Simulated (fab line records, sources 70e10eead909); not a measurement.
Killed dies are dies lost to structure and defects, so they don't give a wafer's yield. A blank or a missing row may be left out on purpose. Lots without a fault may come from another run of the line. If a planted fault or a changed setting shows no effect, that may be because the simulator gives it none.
The tool behind it: which one?	flow nand_harc	42 wafers from 14 lots sampled at 3 of the route's 1159 steps

WHAT THE GAUGES READ, wafer by wafer
NHARC_A_M0_THK_MEAS_24: measures by xrf. Usual: thk_nm 113.4 nm, standard deviation 1.4.
lot	measured	on	thk_nm (nm)	flag
L531	day 17 23:47	film_metro-01	116.3 111.7 113.6	
L530	day 18 01:06	film_metro-02	114.7 115.5 114.8	
L532	day 18 04:53	film_metro-02	112.2 111.8 114.8	
L529	day 18 07:38	film_metro-02	111.2 111.8 113.8	
L533	day 18 19:33	film_metro-02	112.5 114.8 111.2	
L535	day 19 16:22	film_metro-01	113.3 114.7 114.0	
L536	day 19 23:40	film_metro-01	110.6 113.1 114.9	
L538	day 20 03:29	film_metro-02	111.5 113.1 112.7	
L537	day 20 04:42	film_metro-01	113.0 113.1 114.9	
L541	day 20 22:51	film_metro-01	114.4 115.1 114.6	
L549	day 22 21:10	film_metro-02	113.4 116.0 114.2	
L547	day 23 02:50	film_metro-01	112.6 112.5 112.8	
L548	day 23 06:35	film_metro-01	114.1 113.1 113.2	
L550	day 24 00:32	film_metro-02	115.7 114.8 112.7	

EACH LOT AND THE TOOL THAT RAN IT (in order: tool; ch and the chambers of the sampled wafers; start)
lot	NHARC_A_M0_PRE_CLEAN_29	NHARC_A_M0_PVD_21
L531	pvd_sputter-03, day 17 23:47 or earlier	pvd_sputter-03, day 17 23:47 or earlier
L530	pvd_sputter-03, day 18 01:06 or earlier	pvd_sputter-03, day 18 01:06 or earlier
L532	pvd_sputter-03, day 18 04:53 or earlier	pvd_sputter-03, day 18 04:53 or earlier
L529	pvd_sputter-01, day 18 07:38 or earlier	pvd_sputter-01, day 18 07:38 or earlier
L533	pvd_sputter-01, day 18 19:33 or earlier	pvd_sputter-01, day 18 19:33 or earlier
L535	pvd_sputter-03, day 19 16:22 or earlier	pvd_sputter-03, day 19 16:22 or earlier
L536	pvd_sputter-03, day 19 23:40 or earlier	pvd_sputter-03, day 19 23:40 or earlier
L538	pvd_sputter-02, day 20 03:29 or earlier	pvd_sputter-02, day 20 03:29 or earlier
L537	pvd_sputter-03, day 20 04:42 or earlier	pvd_sputter-03, day 20 04:42 or earlier
L541	pvd_sputter-01, day 20 22:51 or earlier	pvd_sputter-01, day 20 22:51 or earlier
L549	pvd_sputter-02, day 22 21:10 or earlier	pvd_sputter-02, day 22 21:10 or earlier
L547	pvd_sputter-02, day 23 02:50 or earlier	pvd_sputter-02, day 23 02:50 or earlier
L548	pvd_sputter-02, day 23 06:35 or earlier	pvd_sputter-02, day 23 06:35 or earlier
L550	pvd_sputter-01, day 24 00:32 or earlier	pvd_sputter-01, day 24 00:32 or earlier
- NHARC_A_M0_PRE_CLEAN_29: time 30 s.
- NHARC_A_M0_PVD_21: deposits Cu, target thk 30 nm, time 20.49 s.

AS READ BY THE TOOLS THEMSELVES (means over the sampled wafers that have a number; for cases with no such wafer, the mark the record gives instead)
NHARC_A_M0_PRE_CLEAN_29. Usual: heater_power_w 394 W, standard deviation 35.
lot	tool	heater_power_w (W)	flag
L531	pvd_sputter-03	365	
L530	pvd_sputter-03	366	
L532	pvd_sputter-03	370	
L529	pvd_sputter-01	427	
L533	pvd_sputter-01	439	
L535	pvd_sputter-03	362	
L536	pvd_sputter-03	363	
L538	pvd_sputter-02	408	
L537	pvd_sputter-03	363	
L541	pvd_sputter-01	413	
L549	pvd_sputter-02	380	
L547	pvd_sputter-02	391	
L548	pvd_sputter-02	392	
L550	pvd_sputter-01	409	

NHARC_A_M0_PVD_21. Usual: chamber_pressure_pa 5.000 Pa, standard deviation 0.0095; throttle_valve_pct 29.6 %, standard deviation 0.97.
lot	tool	chamber_pressure_pa (Pa)	throttle_valve_pct (%)	flag
L531	pvd_sputter-03	5.001	27.8	
L530	pvd_sputter-03	5.000	29.3	
L532	pvd_sputter-03	5.007	30.2	
L529	pvd_sputter-01	5.001	30.1	
L533	pvd_sputter-01	4.995	29.3	
L535	pvd_sputter-03	5.000	30.1	
L536	pvd_sputter-03	4.997	29.2	
L538	pvd_sputter-02	5.012	29.8	
L537	pvd_sputter-03	4.995	28.9	
L541	pvd_sputter-01	4.998	29.2	
L549	pvd_sputter-02	4.992	29.5	
L547	pvd_sputter-02	5.005	29.7	
L548	pvd_sputter-02	4.992	30.3	
L550	pvd_sputter-01	4.994	30.2	

THE ANSWER, worked out from the rows above alone
Rule: a lot is off if the mean of its wafers that have a number lies more than 3 standard deviations from the usual mean. A lot without any number at a reading at which 4 lots or more have one is off too. Where the step has rows for the other lots, those lots are counted as sound. First the gauges in route order, then the tools' own readings, where a lot's mean is used as printed above. The first step at which some lot is off is used, and at that step the reading that is off furthest; a lot without a number counts as furthest.
None of the lots is off at any reading shown; this tells nothing.

WHAT HAD BEEN PUT IN BY THE SIMULATOR
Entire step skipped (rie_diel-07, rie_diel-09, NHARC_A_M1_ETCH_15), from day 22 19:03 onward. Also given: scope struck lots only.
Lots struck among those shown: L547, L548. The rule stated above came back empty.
